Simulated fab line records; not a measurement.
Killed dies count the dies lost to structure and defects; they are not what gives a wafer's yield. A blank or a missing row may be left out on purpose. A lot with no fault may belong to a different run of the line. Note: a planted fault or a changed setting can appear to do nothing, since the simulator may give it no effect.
fab line records :: flow nandHarc
record
  lots=13
  wafers=39
  lastDay=24
route steps=1159 shown A_M0@1018 A_M1@1051 END@1159
lots untouched by any fault: they come from a run of this same line in which no faults occurred
startH: hours from the record's opening day to when the first of the lot's shown wafers began :: waitH: time in hours since the lot's previous step :: " as in the row above :: L1.1+2: one row covering several wafers at once :: - no value, or no start was given :: * or withheld: withheld :: < > ~ a bound
route shown NAME@n: names a module that has steps shown in the file, with the first one's number in the route :: usual: mean and standard deviation over wafers with no fault :: same: alike in all rows :: chamber/n: place in a boat :: sites: readings site by site :: _std_site: standard deviation of those values :: _edge_site: inner sites' mean taken away from outer sites' mean :: radiusMm: for every site, how far away it sits from the centre of the wafer :: mask NAME#n: copy n :: behind: the most recent tool/chamber to have shaped the wafer :: hold: what put the lot on hold/how long, in hours/how the hold closed :: device: names the non-switching transistor (n, p or np) :: end of line: the route-end tests of the same wafers :: step lacking rows: just its recipe :: killed: not the wafer's yield, but the dies lost to structure and defects at the first sort :: map: per-die view of a wafer (x killed, . not killed, _ where there is no die)
set.NAME: setting as actually run; set.NAME@STEP: the setting as run at that earlier step :: model.NAME: the simulator's own value behind a step, which no gauge read
one table for each step of the route and one row for each wafer, over a sample of lots
services: the hour from which a tool's chamber was out of use, counted from the record's first day as startH (under 0 if before that day), plus the number of hours and why
## steps
# step NHARC_A_M0_ANNEAL_30
# recipe
  tempC=225
  timeS=90
# usual
  wafer_temp_C_max=226.0/0.34
lot.wafer: L239.1
tool: rtpAnneal-01
chamber: 0
startH: 401.43
waitH: 0.3
wafer_temp_C_max: 226.0

lot.wafer: L239.2
tool: rtpAnneal-01
chamber: 0
startH: 401.43
waitH: 0.3
wafer_temp_C_max: 225.8

lot.wafer: L239.3
tool: rtpAnneal-01
chamber: 0
startH: 401.43
waitH: 0.3
wafer_temp_C_max: 225.6

lot.wafer: L243.2
tool: rtpAnneal-01
chamber: 0
startH: 424.93
waitH: 0.3
wafer_temp_C_max: 225.8

lot.wafer: L243.4
tool: rtpAnneal-01
chamber: 0
startH: 424.93
waitH: 0.3
wafer_temp_C_max: 225.7

lot.wafer: L243.5
tool: rtpAnneal-01
chamber: 0
startH: 424.93
waitH: 0.3
wafer_temp_C_max: 225.7

lot.wafer: L244.2
tool: rtpAnneal-02
chamber: 0
startH: 429.97
waitH: 0.4
wafer_temp_C_max: 225.9

lot.wafer: L244.5
tool: rtpAnneal-02
chamber: 0
startH: 429.97
waitH: 0.4
wafer_temp_C_max: 226.0

lot.wafer: L244.6
tool: rtpAnneal-02
chamber: 0
startH: 429.97
waitH: 0.4
wafer_temp_C_max: 226.4

lot.wafer: L246.3
tool: rtpAnneal-02
chamber: 0
startH: 440.70
waitH: -
wafer_temp_C_max: 225.8

lot.wafer: L246.5
tool: rtpAnneal-02
chamber: 0
startH: 440.70
waitH: -
wafer_temp_C_max: 226.6

lot.wafer: L246.6
tool: rtpAnneal-02
chamber: 0
startH: 440.70
waitH: -
wafer_temp_C_max: 226.3

lot.wafer: L247.1
tool: rtpAnneal-02
chamber: 0
startH: 451.11
waitH: -
wafer_temp_C_max: 226.4

lot.wafer: L247.4
tool: rtpAnneal-02
chamber: 0
startH: 451.11
waitH: -
wafer_temp_C_max: 226.3

lot.wafer: L247.5
tool: rtpAnneal-02
chamber: 0
startH: 451.11
waitH: -
wafer_temp_C_max: 226.2

lot.wafer: L252.3
tool: rtpAnneal-02
chamber: 0
startH: 456.38
waitH: -
wafer_temp_C_max: 225.6

lot.wafer: L252.5
tool: rtpAnneal-02
chamber: 0
startH: 456.38
waitH: -
wafer_temp_C_max: 226.4

lot.wafer: L252.6
tool: rtpAnneal-02
chamber: 0
startH: 456.38
waitH: -
wafer_temp_C_max: 225.9

lot.wafer: L249.4
tool: rtpAnneal-01
chamber: 0
startH: 460.82
waitH: 0.4
wafer_temp_C_max: 225.5

lot.wafer: L249.5
tool: rtpAnneal-01
chamber: 0
startH: 460.82
waitH: 0.4
wafer_temp_C_max: 225.4

lot.wafer: L249.6
tool: rtpAnneal-01
chamber: 0
startH: 460.82
waitH: 0.4
wafer_temp_C_max: 225.7

lot.wafer: L250.2
tool: rtpAnneal-01
chamber: 0
startH: 472.44
waitH: 0.4
wafer_temp_C_max: 225.8

lot.wafer: L250.3
tool: rtpAnneal-01
chamber: 0
startH: 472.44
waitH: 0.4
wafer_temp_C_max: 225.9

lot.wafer: L250.5
tool: rtpAnneal-01
chamber: 0
startH: 472.44
waitH: 0.4
wafer_temp_C_max: 225.6

lot.wafer: L258.1
tool: rtpAnneal-01
chamber: 0
startH: 510.20
waitH: 0.3
wafer_temp_C_max: 225.7

lot.wafer: L258.3
tool: rtpAnneal-01
chamber: 0
startH: 510.20
waitH: 0.3
wafer_temp_C_max: 225.8

lot.wafer: L258.6
tool: rtpAnneal-01
chamber: 0
startH: 510.20
waitH: 0.3
wafer_temp_C_max: 226.1

lot.wafer: L259.2
tool: rtpAnneal-02
chamber: 0
startH: 520.90
waitH: 0.4
wafer_temp_C_max: 226.6

lot.wafer: L259.3
tool: rtpAnneal-02
chamber: 0
startH: 520.90
waitH: 0.4
wafer_temp_C_max: 225.9

lot.wafer: L259.4
tool: rtpAnneal-02
chamber: 0
startH: 520.90
waitH: 0.4
wafer_temp_C_max: 226.0

lot.wafer: L260.3
tool: rtpAnneal-02
chamber: 0
startH: 535.17
waitH: -
wafer_temp_C_max: 226.4

lot.wafer: L260.5
tool: rtpAnneal-02
chamber: 0
startH: 535.17
waitH: -
wafer_temp_C_max: 226.2

lot.wafer: L260.6
tool: rtpAnneal-02
chamber: 0
startH: 535.17
waitH: -
wafer_temp_C_max: 227.2

lot.wafer: L261.1
tool: rtpAnneal-01
chamber: 0
startH: 535.37
waitH: 0.3
wafer_temp_C_max: 225.7

lot.wafer: L261.5
tool: rtpAnneal-01
chamber: 0
startH: 535.37
waitH: 0.3
wafer_temp_C_max: 226.2

lot.wafer: L261.6
tool: rtpAnneal-01
chamber: 0
startH: 535.37
waitH: 0.3
wafer_temp_C_max: 226.0

lot.wafer: L262.1
tool: rtpAnneal-01
chamber: 0
startH: 538.96
waitH: 0.3
wafer_temp_C_max: 225.9

lot.wafer: L262.2
tool: rtpAnneal-01
chamber: 0
startH: 538.96
waitH: 0.3
wafer_temp_C_max: 225.9

lot.wafer: L262.3
tool: rtpAnneal-01
chamber: 0
startH: 538.96
waitH: 0.3
wafer_temp_C_max: 225.6
# step NHARC_A_M0_INSPECT_27
# usual
  rawDefectCount=475/150
lot.wafer: L239.1
tool: defectInspect-02
chamber: -
startH: 402.31
waitH: 0.1
rawDefectCount: 412

lot.wafer: L239.2
tool: defectInspect-02
chamber: -
startH: 402.31
waitH: 0.1
rawDefectCount: 493

lot.wafer: L239.3
tool: defectInspect-02
chamber: -
startH: 402.31
waitH: 0.1
rawDefectCount: 285

lot.wafer: L243.2
tool: defectInspect-02
chamber: -
startH: 425.71
waitH: 0.0
rawDefectCount: 358

lot.wafer: L243.4
tool: defectInspect-02
chamber: -
startH: 425.71
waitH: 0.0
rawDefectCount: 402

lot.wafer: L243.5
tool: defectInspect-02
chamber: -
startH: 425.71
waitH: 0.0
rawDefectCount: 333

lot.wafer: L244.2
tool: defectInspect-01
chamber: -
startH: 430.74
waitH: 0.0
rawDefectCount: 479

lot.wafer: L244.5
tool: defectInspect-01
chamber: -
startH: 430.74
waitH: 0.0
rawDefectCount: 425

lot.wafer: L244.6
tool: defectInspect-01
chamber: -
startH: 430.74
waitH: 0.0
rawDefectCount: 310

lot.wafer: L246.3
tool: defectInspect-01
chamber: -
startH: 441.42
waitH: 0.0
rawDefectCount: 417

lot.wafer: L246.5
tool: defectInspect-01
chamber: -
startH: 441.42
waitH: 0.0
rawDefectCount: 521

lot.wafer: L246.6
tool: defectInspect-01
chamber: -
startH: 441.42
waitH: 0.0
rawDefectCount: 456

lot.wafer: L247.1
tool: defectInspect-02
chamber: -
startH: 451.94
waitH: 0.0
rawDefectCount: 498

lot.wafer: L247.4
tool: defectInspect-02
chamber: -
startH: 451.94
waitH: 0.0
rawDefectCount: 531

lot.wafer: L247.5
tool: defectInspect-02
chamber: -
startH: 451.94
waitH: 0.0
rawDefectCount: 676

lot.wafer: L252.3
tool: defectInspect-02
chamber: -
startH: 457.12
waitH: 0.0
rawDefectCount: 430

lot.wafer: L252.5
tool: defectInspect-02
chamber: -
startH: 457.12
waitH: 0.0
rawDefectCount: 361

lot.wafer: L252.6
tool: defectInspect-02
chamber: -
startH: 457.12
waitH: 0.0
rawDefectCount: 381

lot.wafer: L249.4
tool: defectInspect-02
chamber: -
startH: 461.48
waitH: 0.0
rawDefectCount: 639

lot.wafer: L249.5
tool: defectInspect-02
chamber: -
startH: 461.48
waitH: 0.0
rawDefectCount: 663

lot.wafer: L249.6
tool: defectInspect-02
chamber: -
startH: 461.48
waitH: 0.0
rawDefectCount: 728

lot.wafer: L250.2
tool: defectInspect-02
chamber: -
startH: 473.20
waitH: 0.0
rawDefectCount: 248

lot.wafer: L250.3
tool: defectInspect-02
chamber: -
startH: 473.20
waitH: 0.0
rawDefectCount: 304

lot.wafer: L250.5
tool: defectInspect-02
chamber: -
startH: 473.20
waitH: 0.0
rawDefectCount: 269

lot.wafer: L258.1
tool: defectInspect-01
chamber: -
startH: 511.02
waitH: 0.0
rawDefectCount: 367

lot.wafer: L258.3
tool: defectInspect-01
chamber: -
startH: 511.02
waitH: 0.0
rawDefectCount: 334

lot.wafer: L258.6
tool: defectInspect-01
chamber: -
startH: 511.02
waitH: 0.0
rawDefectCount: 449

lot.wafer: L259.2
tool: defectInspect-01
chamber: -
startH: 521.67
waitH: 0.0
rawDefectCount: 466

lot.wafer: L259.3
tool: defectInspect-01
chamber: -
startH: 521.67
waitH: 0.0
rawDefectCount: 824

lot.wafer: L259.4
tool: defectInspect-01
chamber: -
startH: 521.67
waitH: 0.0
rawDefectCount: 431

lot.wafer: L260.3
tool: defectInspect-01
chamber: -
startH: 535.89
waitH: 0.0
rawDefectCount: 654

lot.wafer: L260.5
tool: defectInspect-01
chamber: -
startH: 535.89
waitH: 0.0
rawDefectCount: 559

lot.wafer: L260.6
tool: defectInspect-01
chamber: -
startH: 535.89
waitH: 0.0
rawDefectCount: 463

lot.wafer: L261.1
tool: defectInspect-02
chamber: -
startH: 536.19
waitH: 0.0
rawDefectCount: 332

lot.wafer: L261.5
tool: defectInspect-02
chamber: -
startH: 536.19
waitH: 0.0
rawDefectCount: 501

lot.wafer: L261.6
tool: defectInspect-02
chamber: -
startH: 536.19
waitH: 0.0
rawDefectCount: 333

lot.wafer: L262.1
tool: defectInspect-01
chamber: -
startH: 539.78
waitH: 0.0
rawDefectCount: 412

lot.wafer: L262.2
tool: defectInspect-01
chamber: -
startH: 539.78
waitH: 0.0
rawDefectCount: 430

lot.wafer: L262.3
tool: defectInspect-01
chamber: -
startH: 539.78
waitH: 0.0
rawDefectCount: 471
# step NHARC_A_M1_ANNEAL_31
# recipe
  tempC=225
  timeS=90
# usual
  wafer_temp_C_max=226.0/0.33
lot.wafer: L239.1
tool: rtpAnneal-02
chamber: 0
startH: 405.95
waitH: 0.3
wafer_temp_C_max: 226.3

lot.wafer: L239.2
tool: rtpAnneal-02
chamber: 0
startH: 405.95
waitH: 0.3
wafer_temp_C_max: 225.5

lot.wafer: L239.3
tool: rtpAnneal-02
chamber: 0
startH: 405.95
waitH: 0.3
wafer_temp_C_max: 225.8

lot.wafer: L243.2
tool: rtpAnneal-02
chamber: 0
startH: 428.98
waitH: 0.4
wafer_temp_C_max: 225.8

lot.wafer: L243.4
tool: rtpAnneal-02
chamber: 0
startH: 428.98
waitH: 0.4
wafer_temp_C_max: 225.9

lot.wafer: L243.5
tool: rtpAnneal-02
chamber: 0
startH: 428.98
waitH: 0.4
wafer_temp_C_max: 226.2

lot.wafer: L244.2
tool: rtpAnneal-02
chamber: 0
startH: 434.74
waitH: 0.3
wafer_temp_C_max: 226.1

lot.wafer: L244.5
tool: rtpAnneal-02
chamber: 0
startH: 434.74
waitH: 0.3
wafer_temp_C_max: 226.2

lot.wafer: L244.6
tool: rtpAnneal-02
chamber: 0
startH: 434.74
waitH: 0.3
wafer_temp_C_max: 226.4

lot.wafer: L246.3
tool: rtpAnneal-01
chamber: 0
startH: 445.15
waitH: -
wafer_temp_C_max: 226.2

lot.wafer: L246.5
tool: rtpAnneal-01
chamber: 0
startH: 445.15
waitH: -
wafer_temp_C_max: 226.2

lot.wafer: L246.6
tool: rtpAnneal-01
chamber: 0
startH: 445.15
waitH: -
wafer_temp_C_max: 225.9

lot.wafer: L247.1
tool: rtpAnneal-01
chamber: 0
startH: 455.15
waitH: -
wafer_temp_C_max: 225.6

lot.wafer: L247.4
tool: rtpAnneal-01
chamber: 0
startH: 455.15
waitH: -
wafer_temp_C_max: 225.6

lot.wafer: L247.5
tool: rtpAnneal-01
chamber: 0
startH: 455.15
waitH: -
wafer_temp_C_max: 225.6

lot.wafer: L252.3
tool: rtpAnneal-02
chamber: 0
startH: 460.60
waitH: -
wafer_temp_C_max: 226.5

lot.wafer: L252.5
tool: rtpAnneal-02
chamber: 0
startH: 460.60
waitH: -
wafer_temp_C_max: 226.4

lot.wafer: L252.6
tool: rtpAnneal-02
chamber: 0
startH: 460.60
waitH: -
wafer_temp_C_max: 226.2

lot.wafer: L249.4
tool: rtpAnneal-02
chamber: 0
startH: 465.06
waitH: -
wafer_temp_C_max: 226.6

lot.wafer: L249.5
tool: rtpAnneal-02
chamber: 0
startH: 465.06
waitH: -
wafer_temp_C_max: 226.2

lot.wafer: L249.6
tool: rtpAnneal-02
chamber: 0
startH: 465.06
waitH: -
wafer_temp_C_max: 226.3

lot.wafer: L250.2
tool: rtpAnneal-01
chamber: 0
startH: 476.48
waitH: -
wafer_temp_C_max: 225.8

lot.wafer: L250.3
tool: rtpAnneal-01
chamber: 0
startH: 476.48
waitH: -
wafer_temp_C_max: 225.8

lot.wafer: L250.5
tool: rtpAnneal-01
chamber: 0
startH: 476.48
waitH: -
wafer_temp_C_max: 225.7

lot.wafer: L258.1
tool: rtpAnneal-01
chamber: 0
startH: 514.37
waitH: 0.3
wafer_temp_C_max: 225.8

lot.wafer: L258.3
tool: rtpAnneal-01
chamber: 0
startH: 514.37
waitH: 0.3
wafer_temp_C_max: 225.9

lot.wafer: L258.6
tool: rtpAnneal-01
chamber: 0
startH: 514.37
waitH: 0.3
wafer_temp_C_max: 225.9

lot.wafer: L259.2
tool: rtpAnneal-02
chamber: 0
startH: 525.04
waitH: -
wafer_temp_C_max: 226.3

lot.wafer: L259.3
tool: rtpAnneal-02
chamber: 0
startH: 525.04
waitH: -
wafer_temp_C_max: 226.6

lot.wafer: L259.4
tool: rtpAnneal-02
chamber: 0
startH: 525.04
waitH: -
wafer_temp_C_max: 226.5

lot.wafer: L261.1
tool: rtpAnneal-02
chamber: 0
startH: 540.16
waitH: 0.3
wafer_temp_C_max: 226.7

lot.wafer: L261.5
tool: rtpAnneal-02
chamber: 0
startH: 540.16
waitH: 0.3
wafer_temp_C_max: 226.4

lot.wafer: L261.6
tool: rtpAnneal-02
chamber: 0
startH: 540.16
waitH: 0.3
wafer_temp_C_max: 226.3

lot.wafer: L260.3
tool: rtpAnneal-01
chamber: 0
startH: 540.57
waitH: -
wafer_temp_C_max: 225.9

lot.wafer: L260.5
tool: rtpAnneal-01
chamber: 0
startH: 540.57
waitH: -
wafer_temp_C_max: 225.8

lot.wafer: L260.6
tool: rtpAnneal-01
chamber: 0
startH: 540.57
waitH: -
wafer_temp_C_max: 226.0

lot.wafer: L262.1
tool: rtpAnneal-01
chamber: 0
startH: 543.00
waitH: 0.3
wafer_temp_C_max: 225.8

lot.wafer: L262.2
tool: rtpAnneal-01
chamber: 0
startH: 543.00
waitH: 0.3
wafer_temp_C_max: 225.8

lot.wafer: L262.3
tool: rtpAnneal-01
chamber: 0
startH: 543.00
waitH: 0.3
wafer_temp_C_max: 225.3
# step NHARC_A_M1_DEP_33
# recipe
  targetThkA=300
  tempC=370
  targetThkNm=30
  pressureTorr=3
  flowSccm=200
  rfW=450
  material=SiCN
# usual
  chamberPressureTorr=3.000/0.0068
  heaterPowerOuterW=337/36
  heaterPowerW=595/72
lot.wafer: L239.2
tool: pecvd-03
chamber: 0
startH: 406.92
waitH: 0.1
chamberPressureTorr: 3.002
heaterPowerOuterW: 350
heaterPowerW: 622

lot.wafer: L239.3
tool: pecvd-03
chamber: 1
startH: 406.92
waitH: 0.1
chamberPressureTorr: 3.001
heaterPowerOuterW: 356
heaterPowerW: 651

lot.wafer: L239.1
tool: pecvd-03
chamber: 2
startH: 406.92
waitH: 0.1
chamberPressureTorr: 3.005
heaterPowerOuterW: 334
heaterPowerW: 512

lot.wafer: L243.2
tool: pecvd-03
chamber: 1
startH: 429.93
waitH: 0.1
chamberPressureTorr: 2.998
heaterPowerOuterW: 400
heaterPowerW: 716

lot.wafer: L243.4
tool: pecvd-03
chamber: 1
startH: 429.93
waitH: 0.1
chamberPressureTorr: 3.000
heaterPowerOuterW: 420
heaterPowerW: 717

lot.wafer: L243.5
tool: pecvd-03
chamber: 2
startH: 429.93
waitH: 0.1
chamberPressureTorr: 3.006
heaterPowerOuterW: 304
heaterPowerW: 478

lot.wafer: L244.2
tool: pecvd-04
chamber: 1
startH: 435.65
waitH: 0.1
chamberPressureTorr: 3.005
heaterPowerOuterW: 345
heaterPowerW: 550

lot.wafer: L244.5
tool: pecvd-04
chamber: 1
startH: 435.65
waitH: 0.1
chamberPressureTorr: 2.992
heaterPowerOuterW: 351
heaterPowerW: 569

lot.wafer: L244.6
tool: pecvd-04
chamber: 0
startH: 435.65
waitH: 0.1
chamberPressureTorr: 2.984
heaterPowerOuterW: 297
heaterPowerW: 509

lot.wafer: L246.3
tool: pecvd-01
chamber: 0
startH: 446.24
waitH: 0.2
chamberPressureTorr: 3.019
heaterPowerOuterW: 366
heaterPowerW: 670

lot.wafer: L246.6
tool: pecvd-01
chamber: 1
startH: 446.24
waitH: 0.2
chamberPressureTorr: 3.002
heaterPowerOuterW: 404
heaterPowerW: 673

lot.wafer: L246.5
tool: pecvd-01
chamber: 0
startH: 446.24
waitH: 0.2
chamberPressureTorr: 3.005
heaterPowerOuterW: 369
heaterPowerW: 676

lot.wafer: L247.1
tool: pecvd-04
chamber: 0
startH: 456.19
waitH: 0.1
chamberPressureTorr: 3.002
heaterPowerOuterW: 280
heaterPowerW: 483

lot.wafer: L247.4
tool: pecvd-04
chamber: 2
startH: 456.19
waitH: 0.1
chamberPressureTorr: 3.006
heaterPowerOuterW: 328
heaterPowerW: 638

lot.wafer: L247.5
tool: pecvd-04
chamber: 1
startH: 456.19
waitH: 0.1
chamberPressureTorr: 3.008
heaterPowerOuterW: 302
heaterPowerW: 517

lot.wafer: L252.3
tool: pecvd-03
chamber: 0
startH: 461.56
waitH: 0.1
chamberPressureTorr: -
heaterPowerOuterW: -
heaterPowerW: -

lot.wafer: L252.6
tool: pecvd-03
chamber: 2
startH: 461.56
waitH: 0.1
chamberPressureTorr: -
heaterPowerOuterW: -
heaterPowerW: -

lot.wafer: L252.5
tool: pecvd-03
chamber: 1
startH: 461.56
waitH: 0.1
chamberPressureTorr: -
heaterPowerOuterW: -
heaterPowerW: -

lot.wafer: L249.6
tool: pecvd-03
chamber: 0
startH: 466.00
waitH: 0.2
chamberPressureTorr: -
heaterPowerOuterW: -
heaterPowerW: -

lot.wafer: L249.4
tool: pecvd-03
chamber: 1
startH: 466.00
waitH: 0.2
chamberPressureTorr: -
heaterPowerOuterW: -
heaterPowerW: -

lot.wafer: L249.5
tool: pecvd-03
chamber: 2
startH: 466.00
waitH: 0.2
chamberPressureTorr: -
heaterPowerOuterW: -
heaterPowerW: -

lot.wafer: L250.3
tool: pecvd-04
chamber: 1
startH: 477.50
waitH: 0.1
chamberPressureTorr: -
heaterPowerOuterW: -
heaterPowerW: -

lot.wafer: L250.2
tool: pecvd-04
chamber: 2
startH: 477.50
waitH: 0.1
chamberPressureTorr: -
heaterPowerOuterW: -
heaterPowerW: -

lot.wafer: L250.5
tool: pecvd-04
chamber: 0
startH: 477.50
waitH: 0.1
chamberPressureTorr: -
heaterPowerOuterW: -
heaterPowerW: -

lot.wafer: L258.3
tool: pecvd-01
chamber: 0
startH: 515.36
waitH: 0.1
chamberPressureTorr: 3.002
heaterPowerOuterW: 355
heaterPowerW: 665

lot.wafer: L258.1
tool: pecvd-01
chamber: 1
startH: 515.36
waitH: 0.1
chamberPressureTorr: 3.005
heaterPowerOuterW: 392
heaterPowerW: 692

lot.wafer: L258.6
tool: pecvd-01
chamber: 1
startH: 515.36
waitH: 0.1
chamberPressureTorr: 3.005
heaterPowerOuterW: 413
heaterPowerW: 710

lot.wafer: L259.3
tool: pecvd-01
chamber: 1
startH: 525.94
waitH: 0.1
chamberPressureTorr: 3.000
heaterPowerOuterW: 374
heaterPowerW: 664

lot.wafer: L259.2
tool: pecvd-01
chamber: 2
startH: 525.94
waitH: 0.1
chamberPressureTorr: 3.003
heaterPowerOuterW: 325
heaterPowerW: 602

lot.wafer: L259.4
tool: pecvd-01
chamber: 2
startH: 525.94
waitH: 0.1
chamberPressureTorr: 2.998
heaterPowerOuterW: 337
heaterPowerW: 623

lot.wafer: L261.1
tool: pecvd-03
chamber: 0
startH: 541.13
waitH: 0.1
chamberPressureTorr: 3.011
heaterPowerOuterW: 320
heaterPowerW: 575

lot.wafer: L261.6
tool: pecvd-03
chamber: 0
startH: 541.13
waitH: 0.1
chamberPressureTorr: 3.007
heaterPowerOuterW: 315
heaterPowerW: 584

lot.wafer: L261.5
tool: pecvd-03
chamber: 2
startH: 541.13
waitH: 0.1
chamberPressureTorr: 2.981
heaterPowerOuterW: 322
heaterPowerW: 488

lot.wafer: L260.3
tool: pecvd-01
chamber: 0
startH: 541.52
waitH: 0.1
chamberPressureTorr: 3.001
heaterPowerOuterW: 327
heaterPowerW: 635

lot.wafer: L260.5
tool: pecvd-01
chamber: 2
startH: 541.52
waitH: 0.1
chamberPressureTorr: 2.995
heaterPowerOuterW: 380
heaterPowerW: 700

lot.wafer: L260.6
tool: pecvd-01
chamber: 0
startH: 541.52
waitH: 0.1
chamberPressureTorr: 3.001
heaterPowerOuterW: 337
heaterPowerW: 624

lot.wafer: L262.2
tool: pecvd-01
chamber: 0
startH: 543.98
waitH: 0.1
chamberPressureTorr: 2.999
heaterPowerOuterW: 351
heaterPowerW: 660

lot.wafer: L262.3
tool: pecvd-01
chamber: 1
startH: 543.98
waitH: 0.1
chamberPressureTorr: 2.999
heaterPowerOuterW: 345
heaterPowerW: 619

lot.wafer: L262.1
tool: pecvd-01
chamber: 2
startH: 543.98
waitH: 0.1
chamberPressureTorr: 3.001
heaterPowerOuterW: 363
heaterPowerW: 665
# step NHARC_END_SORT_01
# recipe
  tempC=25
# usual
  defectLimitedYield=95.6/1.6
  killedAtArray=26/10
  killedAtOther=0.5/0.87
  killedAtPeriphery=3.0/2.5
  killedDies=29/11
  killedOpen=3.3/1.9
  killedShort=1.8/1.5
  sort_bin_2_pct=1.3/0.63
  sort_bin_3_pct=0.25/0.22
  sort_bin_4_pct=2.8/1.1
  sortNPass=648/11
  sortRimYieldPct=96.5/2.6
  sortYieldPct=95.6/1.6
# same
  grossDies=677
  sort_bin_5_pct[%]=0
  sort_bin_6_pct[%]=0
  sort_bin_7_pct[%]=0
  sort_bin_8_pct[%]=0
  sortRimNGross=106.00
lot.wafer: L246.3
tool: prober-01
chamber: 0
startH: 483.63
waitH: 3.1
defectLimitedYield[%]: 95.7
killedAtArray: 29
killedAtOther: 0
killedAtPeriphery: 0
killedDies: 29
killedOpen: 4
killedShort: 0
sort_bin_2_pct[%]: 1.3
sort_bin_3_pct[%]: 0.15
sort_bin_4_pct[%]: 2.8
sortNPass: 648
sortRimYieldPct[%]: 99.1
sortYieldPct[%]: 95.7

lot.wafer: L246.5
tool: prober-01
chamber: 0
startH: 485.24
waitH: 3.7
defectLimitedYield[%]: 96.3
killedAtArray: 24
killedAtOther: 1
killedAtPeriphery: 0
killedDies: 25
killedOpen: 2
killedShort: 4
sort_bin_2_pct[%]: 1.0
sort_bin_3_pct[%]: 0.30
sort_bin_4_pct[%]: 2.4
sortNPass: 652
sortRimYieldPct[%]: 98.1
sortYieldPct[%]: 96.3

lot.wafer: L246.6
tool: prober-01
chamber: 0
startH: 486.04
waitH: 4.0
defectLimitedYield[%]: 95.7
killedAtArray: 27
killedAtOther: 1
killedAtPeriphery: 1
killedDies: 29
killedOpen: 7
killedShort: 1
sort_bin_2_pct[%]: 1.0
sort_bin_3_pct[%]: 0.15
sort_bin_4_pct[%]: 3.1
sortNPass: 648
sortRimYieldPct[%]: 99.1
sortYieldPct[%]: 95.7
# killed by level:class
L246.3 A_CHANNEL_HOLE_D1:chamberFilmFlake=14 A_SLIT:chamberFilmFlake=6 A_ONON_D1:geometricParticle:open=2 A_CHANNEL_FILL_D1:chamberFilmFlake=2 A_CONTACT:geometricParticle:open=1 A_M1:geometricParticle:open=1 A_ZERO_WELL:chamberFilmFlake=1 A_STAIRCASE:chamberFilmFlake=1
L246.5 A_CHANNEL_HOLE_D1:chamberFilmFlake=15 A_CHANNEL_HOLE_D1:geometricParticle:short=2 A_SLIT:chamberFilmFlake=2 A_ONON_D1:geometricParticle:short=1 A_CHANNEL_FILL_D1:geometricParticle:short=1 A_SGD_CUT:geometricParticle:open=1 STARTING-WAFER:geometricParticle:open=1 A_STAIRCASE:chamberFilmFlake=1
L246.6 A_CHANNEL_HOLE_D1:chamberFilmFlake=15 A_SLIT:chamberFilmFlake=2 A_CONTACT:chamberFilmFlake=2 P_GATE:geometricParticle:open=1 A_ONON_D1:geometricParticle:short=1 A_ONON_D1:geometricParticle:open=1 A_SGD_CUT:geometricParticle:open=1 A_WL_FILL:geometricParticle:open=1
## services
tool: pecvd-04
chamber: 0
startH: 389.00
hours: -
kind: clean

tool: pecvd-04
chamber: 1
startH: 389.00
hours: -
kind: clean

tool: pecvd-04
chamber: 2
startH: 389.00
hours: -
kind: clean

tool: pecvd-01
chamber: -
startH: 418.40
hours: 13.0
kind: pm

tool: pecvd-01
chamber: 0
startH: 418.40
hours: 13.0
kind: ventCycle

tool: pecvd-01
chamber: 1
startH: 418.40
hours: 13.0
kind: ventCycle

tool: pecvd-01
chamber: 2
startH: 418.40
hours: 13.0
kind: ventCycle

tool: pecvd-01
chamber: 0
startH: 431.40
hours: -
kind: clean

tool: pecvd-01
chamber: 1
startH: 431.40
hours: -
kind: clean

tool: pecvd-01
chamber: 2
startH: 431.40
hours: -
kind: clean

tool: pecvd-01
chamber: 2
startH: 435.20
hours: 15.0
kind: repair

tool: pecvd-03
chamber: -
startH: 448.93
hours: 0.7
kind: repair

tool: pecvd-03
chamber: -
startH: 473.55
hours: 13.0
kind: pm

tool: pecvd-03
chamber: 0
startH: 473.55
hours: 13.0
kind: ventCycle

tool: pecvd-03
chamber: 1
startH: 473.55
hours: 13.0
kind: ventCycle

tool: pecvd-03
chamber: 2
startH: 473.55
hours: 13.0
kind: ventCycle

tool: pecvd-03
chamber: 0
startH: 486.55
hours: -
kind: clean

tool: pecvd-03
chamber: 1
startH: 486.55
hours: -
kind: clean

tool: pecvd-03
chamber: 2
startH: 486.55
hours: -
kind: clean

tool: pecvd-04
chamber: 1
startH: 489.99
hours: 3.5
kind: repair

tool: pecvd-01
chamber: -
startH: 494.06
hours: 0.3
kind: repair

tool: pecvd-01
chamber: -
startH: 505.20
hours: 1.4
kind: repair
## key
firstSign
  step=NHARC_A_M1_DEP_33
  reading=toolRecord
  direction=missing
effect none on later readings
metAt NHARC_A_M1_DEP_33
struckLots L249,L250,L252
notActingAt NHARC_A_M0_ANNEAL_30,NHARC_A_M0_INSPECT_27,NHARC_A_M1_ANNEAL_31
onsetBetween 456.19 461.56
fault
  kind=skippedStepWhole
  tool=pecvd-03,pecvd-04
  chamber=-
  onsetH=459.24
  steps=NHARC_A_M1_DEP_33
  scope=struckLotsOnly
